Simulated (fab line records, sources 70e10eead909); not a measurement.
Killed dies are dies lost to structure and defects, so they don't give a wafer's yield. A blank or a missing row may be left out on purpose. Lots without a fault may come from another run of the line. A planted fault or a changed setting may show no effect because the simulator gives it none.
Which tool did it? | flow nand_harc | 6 lots, 18 wafers sampled, at 5 steps of a route of 1159

WHAT THE GAUGES READ, wafer by wafer
NHARC_END_SORT_01.
lot  | measured     | on        | killed_at_array
L533 | day 21 13:59 | prober-02 | 658 25 33

WHICH TOOL RAN EACH LOT (tool, then ch and the chambers of the sampled wafers, then the start)
lot  | NHARC_A_STAIRCASE_DESCUM_443       | NHARC_A_SGD_CUT_ETCH_59            | NHARC_A_SGD_CUT_ETCH_16                       | NHARC_A_SLIT_DEP_00
L528 | rie_diel-09 ch 0,1,3, day 13 20:25 | rie_diel-10 ch 0,2,3, day 14 02:41 | rie_diel-10 ch 0,1,3, day 14 13:01 or earlier | acl_dep-02 ch 0, day 14 13:01
L533 | rie_diel-09 ch 1,2,3, day 15 18:35 | rie_diel-07 ch 1,2,3, day 16 03:01 | rie_diel-07 ch 1,2,3, day 16 08:10 or earlier | acl_dep-03 ch 0, day 16 08:10
L540 | rie_diel-05 ch 2,3, day 17 06:33   | rie_diel-02 ch 0,2,3, day 17 13:16 | rie_diel-02 ch 0,2, day 17 21:07 or earlier   | acl_dep-03 ch 0, day 17 21:07
L543 | rie_diel-05 ch 0,1,3, day 17 17:19 | rie_diel-02 ch 0,1,2, day 18 00:05 | rie_diel-02 ch 1,2,3, day 18 10:17 or earlier | acl_dep-02 ch 0, day 18 10:17
L546 | rie_diel-09 ch 0,1,2, day 18 22:27 | rie_diel-10 ch 0,2,3, day 19 04:42 | rie_diel-10 ch 0,1,2, day 19 12:23 or earlier | acl_dep-02 ch 0, day 19 12:23
L548 | rie_diel-05 ch 0,1,3, day 19 10:58 | rie_diel-10 ch 2,3, day 19 17:32   | rie_diel-10 ch 0,2, day 20 01:03 or earlier   | acl_dep-01 ch 0, day 20 01:03
- NHARC_A_STAIRCASE_DESCUM_443: chemistry O2, time 3 s.
- NHARC_A_SGD_CUT_ETCH_59: etches the open film in N2/H2, target depth 260 nm, time 406.25 s.
- NHARC_A_SGD_CUT_ETCH_16: etches the open film in C4F8/O2/Ar, target depth 310.5 nm, time 155.2 s.
- NHARC_A_SLIT_DEP_00: deposits aC, target thk 3200 nm.

THE ANSWER, worked out from the rows above alone
Rule: what is usual is taken from the lots themselves. Put in order of their means at a reading, lots are off if they are a third of the lots or fewer, leave a main group of 4 or more, and stand apart from it by a gap of 3 or more times the standard deviation of the main group's means; of several such gaps the widest counts. A main group whose means are all the same, to the digits that the tables above print for the reading, isn't used. A lot without any number at a reading at which 4 lots or more have one is off too. The other lots that the step has rows for count as sound.
No lot is off at any reading shown: from this, nothing can be told.

WHAT THE SIMULATOR HAD PUT IN
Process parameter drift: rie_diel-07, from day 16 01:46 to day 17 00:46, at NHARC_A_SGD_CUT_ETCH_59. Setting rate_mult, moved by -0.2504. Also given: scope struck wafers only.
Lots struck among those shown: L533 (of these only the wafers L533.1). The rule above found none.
